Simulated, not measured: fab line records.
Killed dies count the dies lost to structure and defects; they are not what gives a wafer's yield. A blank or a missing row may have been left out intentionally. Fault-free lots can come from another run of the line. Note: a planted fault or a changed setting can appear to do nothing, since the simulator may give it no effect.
Comparing a struck lot with a sound one -- flow n5-finfet -- 15 steps out of a route of 1938
Sound: the wafers L717.3, L717.5, L717.6. Wafers L724.2, L724.4, L724.5 were the ones struck. Last of all comes the cause.
For every step that has rows: the tool of each side, followed by ch and its chambers, followed by its first start. Under that, the readings that differ: sound wafers -- struck wafers -- difference of the means -- sigmas: that difference in standard deviations of wafers without a fault.
alike: same words and numbers on both sides, and readings whose means sit less than 2 such deviations apart. not compared: any withheld reading, any reading some wafer has no value for, any bound like >300 that may hide the same value, and any number with overlapping values for which the record gives no deviation.
A row with sigmas, a row that says differs or no value, or rows on one side alone: a step with any of these is where the two part. Numbers that have no deviation but don't overlap get no sigmas and don't part them. Lack of a reading on every wafer of one side parts them only where that side has two or more wafers.

first, 2 steps without rows for these wafers: N5_BEOL_M15_PRECLEAN_39 (cleans in residue remover, time 60 s); N5_BEOL_M15_SRD_40 (time 30 s, dry time 30 s).
N5_BEOL_M15_DEGAS_41: time 60 s.
  struck on pvd-sputter-03, day 13 14:26; sound on pvd-sputter-02, day 11 17:16
  alike: heater-power-w
N5_BEOL_M15_PRE_CLEAN_42: time 30 s.
  struck on pvd-sputter-03, day 13 14:29; sound on pvd-sputter-02, day 11 17:19
  alike: heater-power-w
N5_BEOL_M15_SPUTTER_43: material TaN, target thk 15 nm, time 24.19 s.
  struck on pvd-sputter-03, day 13 14:31; sound on pvd-sputter-02, day 11 17:21
  alike: cathode-dc-power-W, throttle-valve-pct
then, 3 steps without rows for these wafers: N5_BEOL_M15_SPUTTER_44 (material Ta, target thk 15 nm, time 24.19 s); N5_BEOL_M15_SPUTTER_45 (material Cu, target thk 100 nm, time 16.67 s); N5_BEOL_M15_ECD_47 (material Cu, target thk 1860 nm).
N5_BEOL_M15_ANNEAL_48: time 90 s.
  sound on rtp-anneal-01 ch 0, day 11 17:58; struck on rtp-anneal-02 ch 0, day 13 15:06
  alike: anneal-temp-c-max, wafer_temp_C_max
N5_BEOL_M15_CMP_49: polishes, stops on SiO2, t overpolish 4.9 s, target thk 850 nm.
  sound on cmp-02 ch 1,2,3, day 11 18:14; struck on cmp-01 ch 1,2,3, day 13 15:21
reading,sound,struck,difference,sigmas
barrier-field-endpoint-s (s),11.06 10.80 11.00,11.45 12.14 11.68,+0.80,+3
  alike: motor-current-A, overpolish-run-s
N5_BEOL_M15_THK_MEAS_50: measures by xrf.
  struck on film-metro-01, day 13 15:38; sound on film-metro-02, day 11 18:28
reading,sound,struck,difference,sigmas
M15_THK (nm),855 862 846,817 824 815,-36,-3
then, 1 step without rows for these wafers: N5_BEOL_M15_PRE_CLEAN_52 (time 15 s).
N5_BEOL_M15_DEP_53: deposits SiCN from 3MS/NH3, target thk 50 nm, time 17.8 s.
  sound on pecvd-04 ch 0,1, day 11 18:31; struck on pecvd-04 ch 0,2, day 13 15:43
  no value came back on the struck wafers for any of 5 readings (chamber-pressure-Torr (Torr), rf-fwd-power-W (W) and others); on the sound wafers chamber-pressure-Torr (Torr) reads 2.994 2.993 2.999
N5_BEOL_M15_RS_MEAS_54: uses a four-point probe to measure.
  struck on film-metro-01, day 13 15:47; sound on film-metro-02, day 11 18:35
reading,sound,struck,difference,sigmas
M15_RS (ohm/sq),0.0213 0.0212 0.0215,0.0220 0.0219 0.0220,+0.0006,+2
N5_PASSIVATION_PROBE_49:
  struck on prober-01, day 14 06:04; sound on prober-01, day 12 09:51
  alike: defect-limited-yield, killed_at_M0_to_M3, killed_at_M4_up, killed-at-contacts, killed-at-front-end, killed-at-other, killed-dies, killed-open, killed-short, sort_bin_5_function, sort_bin_6_memory, sort_bin_8_speed, sort-n-pass

## WHERE THEY PART
Last at N5_BEOL_M15_RS_MEAS_54 as far as this record goes, first at N5_BEOL_M15_CMP_49. Later steps at which nothing parts them and some readings are alike: N5_PASSIVATION_PROBE_49.

WHY: what had been put in by the simulator
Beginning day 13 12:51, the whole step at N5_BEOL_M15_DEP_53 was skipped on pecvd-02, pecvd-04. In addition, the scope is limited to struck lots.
